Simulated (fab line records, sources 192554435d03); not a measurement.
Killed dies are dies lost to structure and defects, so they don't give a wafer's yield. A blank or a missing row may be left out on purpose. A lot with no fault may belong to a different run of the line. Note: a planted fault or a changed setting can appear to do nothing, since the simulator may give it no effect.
Which of the tools did it? | flow n5 finfet | 31 wafers from 11 lots sampled at 4 of the route's 1938 steps

## WHAT THE GAUGES READ, wafer by wafer
N5_BEOL_M1_OVL_MEAS_12.
lot  | measured     | on         | M1_OVL (nm)
L379 | day 7 17:16  | overlay-01 | 0.7 1.0 0.6
L383 | day 7 22:56  | overlay-01 | -0.7 0.2 1.6
L384 | day 7 22:59  | overlay-02 | 0.4 -0.8 0.2
L385 | day 8 12:08  | overlay-02 | 0.5 0.1 -0.6
L386 | day 8 12:10  | overlay-01 | 1.5 1.9 2.0
L389 | day 9 11:50  | overlay-01 | 0.0 -0.2 -0.9
L395 | day 10 23:26 | overlay-01 | 0.5 -0.6
L396 | day 11 04:59 | overlay-01 | 1.8 1.2
L397 | day 11 11:17 | overlay-02 | 0.7 0.5 0.0
L398 | day 11 14:18 | overlay-02 | 0.2 0.6 1.2
L399 | day 12 04:03 | overlay-01 | 1.4 0.6 1.2

## EACH LOT AND THE TOOL THAT RAN IT (in order: tool; ch and the chambers of the sampled wafers; start)
lot  | N5_BEOL_M0_SURFACE_TREAT_137 | N5_BEOL_M0_SPUTTER_116       | N5_BEOL_M1_PECVD_72
L379 | pvd sputter-02, day 7 14:10  | pvd sputter-02, day 7 14:25  | pecvd-01 ch 1,2, day 7 15:59
L383 | pvd sputter-01, day 7 19:44  | pvd sputter-01, day 7 20:08  | pecvd-02 ch 0,2, day 7 22:10
L384 | pvd sputter-01, day 7 19:46  | pvd sputter-03, day 7 20:13  | pecvd-03 ch 0,1, day 7 22:26
L385 | pvd sputter-02, day 8 08:30  | pvd sputter-02, day 8 08:43  | pecvd-02 ch 1,2, day 8 10:28
L386 | pvd sputter-03, day 8 09:01  | pvd sputter-01, day 8 09:26  | pecvd-02 ch 0,1,2, day 8 11:01
L389 | pvd sputter-02, day 9 08:22  | pvd sputter-02, day 9 08:35  | pecvd-02 ch 0,1,2, day 9 11:16
L395 | pvd sputter-01, day 10 17:36 | pvd sputter-02, day 10 19:16 | pecvd-02 ch 0,2, day 10 21:25
L396 | pvd sputter-03, day 11 01:10 | pvd sputter-03, day 11 01:21 | pecvd-03 ch 1, day 11 03:05
L397 | pvd sputter-01, day 11 07:36 | pvd sputter-03, day 11 07:47 | pecvd-01 ch 0,1,2, day 11 10:23
L398 | pvd sputter-02, day 11 11:04 | pvd sputter-01, day 11 11:56 | pecvd-02 ch 0,1,2, day 11 13:46
L399 | pvd sputter-01, day 11 21:51 | pvd sputter-01, day 12 00:03 | pecvd-03 ch 1,2, day 12 02:29
- N5_BEOL_M0_SURFACE_TREAT_137
- N5_BEOL_M0_SPUTTER_116: material Cu, target thk 4 nm, time 7.37 s.
- N5_BEOL_M1_PECVD_72: deposits SiO2 from TEOS/O2, target thk 16 nm, time 18 s.

## THE ANSWER, worked out from the rows above alone
Rule: the usual values come from the lots themselves. The widest of any qualifying gaps counts: lots, ordered by their means at a reading, are off when they make up no more than a third of the lots, leave a main group of 4 or more, and stand apart from it by 3 or more times the standard deviation of that group's means. Not used: any main group whose means are identical at the precision the tables above print for the reading. A lot without any number at a reading at which 4 lots or more have one is off too. All remaining lots with rows at the step are treated as sound.
None of the lots is off at any reading shown; this tells nothing.

## WHAT THE SIMULATOR HAD PUT IN
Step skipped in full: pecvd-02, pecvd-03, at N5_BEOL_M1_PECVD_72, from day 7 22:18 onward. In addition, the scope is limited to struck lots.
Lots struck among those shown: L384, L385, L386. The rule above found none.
